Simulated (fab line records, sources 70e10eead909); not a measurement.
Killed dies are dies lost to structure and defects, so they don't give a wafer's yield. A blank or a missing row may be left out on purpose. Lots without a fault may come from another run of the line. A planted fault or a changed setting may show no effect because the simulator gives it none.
A struck lot beside a sound one | flow nand_harc | 26 steps out of a route of 1302
Sound: wafers L567.1, L567.3, L567.5. Struck: wafers L560.1, L560.5, L560.6. The cause comes at the end.
At each step with rows: each side's tool, then ch and its chambers, then its first start. Under that, the readings that differ: sound wafers | struck wafers | difference of the means | sigmas: that difference in standard deviations of wafers without a fault.
alike: readings whose means differ by less than 2 such deviations, and words and numbers that are the same on both sides. not compared: withheld readings, readings that some wafer has no value for, bounds like >300 that may hide the same value, and numbers for which the record gives no deviation and whose values overlap.
The two part at a step that has a row with sigmas, a row that says differs or no value, or rows on one side only. Numbers that don't overlap but have no deviation are shown without sigmas and don't part them. A reading that every wafer of one side lacks parts them only if that side has two wafers or more.

first, 8 steps without rows for these wafers: NHARC_A_CHANNEL_HOLE_D1_PEB_08 (peb time 65 s); NHARC_A_CHANNEL_HOLE_D1_DEVELOP_09 (develop time 35 s); NHARC_A_CHANNEL_HOLE_D1_DESCUM_15 (chemistry O2, time 3 s); NHARC_A_CHANNEL_HOLE_D1_ETCH_38 (etches the open film in CF4, target depth 39 nm, time 65 s); NHARC_A_CHANNEL_HOLE_D1_ETCH_39 (etches the open film in N2/H2, target depth 260 nm, time 325 s); NHARC_A_CHANNEL_HOLE_D1_ETCH_34 (etches the open film in CF4/CHF3, target depth 154 nm, time 77 s); NHARC_A_CHANNEL_HOLE_D1_ETCH_16 (etches the open film in O2/COS, target depth 3100 nm, time 806 s); NHARC_A_CHANNEL_HOLE_D1_ETCH_19 (etches the open film in C4F8/O2/Ar, time 34.5 s).
NHARC_A_CHANNEL_HOLE_D1_ETCH_20: etches the open film in C4F8/O2/Ar, time 361.9 s, target depth 1600 nm.
  sound on har_etch-01 ch 0,1, day 17 13:14; struck on har_etch-01 ch 0,1, day 14 15:23
  no value came back on the struck wafers for any of 5 readings (c4f8_flow_sccm (sccm), chamber_pressure_mTorr (mTorr) and others); on the sound wafers c4f8_flow_sccm (sccm) reads 89.39 89.42 89.11
  not compared: rf_hours_counter_h
then, 10 steps without rows for these wafers: NHARC_A_CHANNEL_HOLE_D1_ETCH_21 (etches the open film in C4F8/O2/Ar, time 514.3 s, target depth 1600 nm); NHARC_A_CHANNEL_HOLE_D1_ETCH_22 (etches the open film in C4F8/O2/Ar, time 666.7 s, target depth 1600 nm); NHARC_A_CHANNEL_HOLE_D1_ETCH_23 (etches the open film in C4F8/O2/Ar, time 819 s, target depth 1600 nm); NHARC_A_CHANNEL_HOLE_D1_ETCH_24 (etches the open film in C4F8/O2/Ar, time 906.2 s, target depth 1500 nm); NHARC_A_CHANNEL_HOLE_D1_ETCH_25 (etches the open film in C4F8/O2/Ar, time 1040.2 s, target depth 1500 nm); NHARC_A_CHANNEL_HOLE_D1_ETCH_26 (etches the open film in C4F8/O2/Ar, time 224.1 s, target depth 300 nm); NHARC_A_CHANNEL_HOLE_D1_ETCH_33 (etches the open film in C4F8/O2/Ar, time 90 s, target depth 400 nm); NHARC_A_CHANNEL_HOLE_D1_STRIP_41 (strips in N2/H2); NHARC_A_CHANNEL_HOLE_D1_STRIP_42 (strips in CF4/CHF3); NHARC_A_CHANNEL_HOLE_D1_STRIP_43 (strips in O2/COS).
NHARC_A_CHANNEL_HOLE_D1_ETCH_44: etches the open film in CF4/O2, target depth 140 nm, overetch 14 nm, time 77 s.
  sound on rie_diel-01 ch 2,3, day 17 17:50; struck on rie_diel-01 ch 0,1,3, day 14 19:59
  reading                            | sound             | struck          | difference | sigmas
  model.A_CHANNEL_HOLE_D1.cd_nm (nm) | 89.29 89.67 88.75 | 99.88 99.85 100 | +10.67     |
  alike: bias_w, cf4_flow_sccm, drypump_motor_current_A, oes_o_777_au, oes_product_au, rf_vpp_V, showerhead_plenum_p_Torr, throttle_valve_pct
  not compared: rf_hours_counter_h
then, 3 steps without rows for these wafers: NHARC_A_CHANNEL_HOLE_D1_STRIP_27 (strips in O2); NHARC_A_CHANNEL_HOLE_D1_PRECLEAN_28 (cleans in SC1); NHARC_A_CHANNEL_HOLE_D1_SRD_29.
NHARC_A_CHANNEL_HOLE_D1_CD_MEAS_30:
  sound on cd_sem-03, day 17 18:40; struck on cd_sem-02, day 14 20:46
  reading    | sound          | struck       | difference | sigmas
  cd_nm (nm) | 89.5 90.1 88.9 | 0.3 -0.4 0.4 | -89.4      | -89
NHARC_A_CHANNEL_HOLE_D1_XSEM_31:
  sound on xsem-02 ch 0, day 17 18:46; struck on xsem-01 ch 0, day 14 20:51
  reading            | sound          | struck            | difference | sigmas
  bot_cd_nm (nm)     | 73.8 74.1 74.0 | 0.7 0.5 0.8       | -73.3      | -61
  bow_nm (nm)        | 8.56 8.56 8.61 | 0.42 0.42 0.41    | -8.16      | -39
  tilt_deg (degrees) | 0.11 0.11 0.11 | -0.03 -0.03 -0.03 | -0.14      | -3
-- the record jumps here: 15 days lie between the struck wafers' starts before and after (it left off in module A_CHANNEL_HOLE_D1 and takes up again in module END, whose first step shown is number 1302 of the route) --
NHARC_END_SORT_01:
  the record has rows for the struck wafers here (prober-01 ch 0, day 30 02:18) and none for the sound ones

WHERE THEY PART
First at NHARC_A_CHANNEL_HOLE_D1_ETCH_20; last, within this record, at NHARC_END_SORT_01.

WHY: what the simulator had put in
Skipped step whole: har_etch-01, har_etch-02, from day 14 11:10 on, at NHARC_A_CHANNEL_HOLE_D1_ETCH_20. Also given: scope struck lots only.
